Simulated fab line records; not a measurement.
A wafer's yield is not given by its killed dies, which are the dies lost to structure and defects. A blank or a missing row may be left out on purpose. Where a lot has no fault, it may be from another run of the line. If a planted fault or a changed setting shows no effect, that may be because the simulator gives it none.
Split-lot trial | flow n5 finfet | 7 lots, 21 wafers read, on a route of 1938 steps

== THE SPLIT ITSELF ==
At N5_SD_EPI_N_ETCH_35 (etches SOC in N2/H2, overetch 108 nm, time 486 s), the setting time s was moved away from the recipe's 486 s on 7 of the 21 wafers read, by -9.6% to +13.1%. The other wafers ran this setting at the recipe's value.

The reading is taken at the split's own step.

== THE READING ==
SiARC_of_SD_EPI_N_COAT_33.thk nm (the simulator's own value, which no gauge read), in nm, at N5_SD_EPI_N_ETCH_35 (etches SOC in N2/H2, overetch 108 nm, time 486 s). There is no usual value for it anywhere in the file. Across the 14 wafers here that went through the recipe, the average is 19.9 nm and the standard deviation 0.31 nm.

wafer  | tool, chamber at the split | time s as run, s | against the recipe | SiARC_of_SD_EPI_N_COAT_33.thk nm, nm | against lot-mates on the recipe
L078.3 | rie diel-05, 1             | 439.2            | -9.6%              | 21.4                                 | +1.4
L078.4 | rie diel-05, 3             | 439.2            | -9.6%              | 21.6                                 | +1.6
L078.5 | rie diel-05, 1             | 486              | recipe             | 20                                   | -
L081.2 | rie diel-05, 0             | 486              | recipe             | 20.4                                 | -
L081.3 | rie diel-05, 1             | 486              | recipe             | 20                                   | -
L081.4 | rie diel-05, 2             | 549.5            | +13.1%             | 17.2                                 | -3.0
L083.2 | rie diel-02, 3             | 521.5            | +7.3%              | 18.6                                 | -1.2
L083.3 | rie diel-02, 2             | 521.5            | +7.3%              | 19.2                                 | -0.6
L083.5 | rie diel-02, 0             | 486              | recipe             | 19.8                                 | -
L087.3 | rie diel-02, 2             | 486              | recipe             | 20.2                                 | -
L087.4 | rie diel-02, 0             | 448.8            | -7.7%              | 20.8                                 | +0.7
L087.5 | rie diel-02, 1             | 486              | recipe             | 20                                   | -
L092.1 | rie diel-01, 2             | 486              | recipe             | 19.8                                 | -
L092.3 | rie diel-01, 1             | 486              | recipe             | 19                                   | -
L092.4 | rie diel-01, 0             | 514.4            | +5.8%              | 19.2                                 | -0.2
L096.2 | rie diel-01, 0             | 486              | recipe             | 20.2                                 | -
L096.5 | rie diel-01, 3             | 486              | recipe             | 19.8                                 | -
L096.6 | rie diel-01, 0             | 486              | recipe             | 20                                   | -
L097.1 | rie diel-01, 3             | 486              | recipe             | 19.8                                 | -
L097.2 | rie diel-01, 0             | 486              | recipe             | 20                                   | -
L097.6 | rie diel-01, 0             | 486              | recipe             | 20                                   | -

FIT RESULTS
A straight line over all 21 wafers: SiARC_of_SD_EPI_N_COAT_33.thk nm changes by -0.165 nm for each +1% of time s; r = -0.94; the points scatter about the line by 0.33 nm.
The same after taking each lot's own level away (the mean of its wafers on the recipe; 21 wafers): -0.158 nm for each +1%; r = -0.92; scatter 0.36 nm.
According to that fit, moving time s by its largest amount changes the reading by 2.1 nm.
From 19.40 to 20.20 nm: that is the span of the lots' own levels, equal to 2.6 times the standard deviation above.
The two slopes are in agreement: the lot-to-lot level therefore moves the slope only a little.
Check: for one of the wafers moved furthest among these (+13.1%), held out of the fit, the line's prediction against its lot-mates is -1.59 nm. It came out at -3 nm against them.

== THE OTHER SPLITS THESE WAFERS WENT THROUGH ==
These wafers also went through other splits before the reading. Each is held against what the fit with the lots' levels taken away leaves over:
other split on the same wafers | wafers away from the commonest value | r with SiARC_of_SD_EPI_N_COAT_33.thk nm (lot level and that fit taken away)
N5_SD_EPI_N_DESCUM_14 time s   | 8                                    | -0.26

== THE FILE'S OWN FIT ==
SiARC_of_SD_EPI_N_COAT_33.thk nm changes by -0.163 nm for each +1% of time s, r = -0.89.
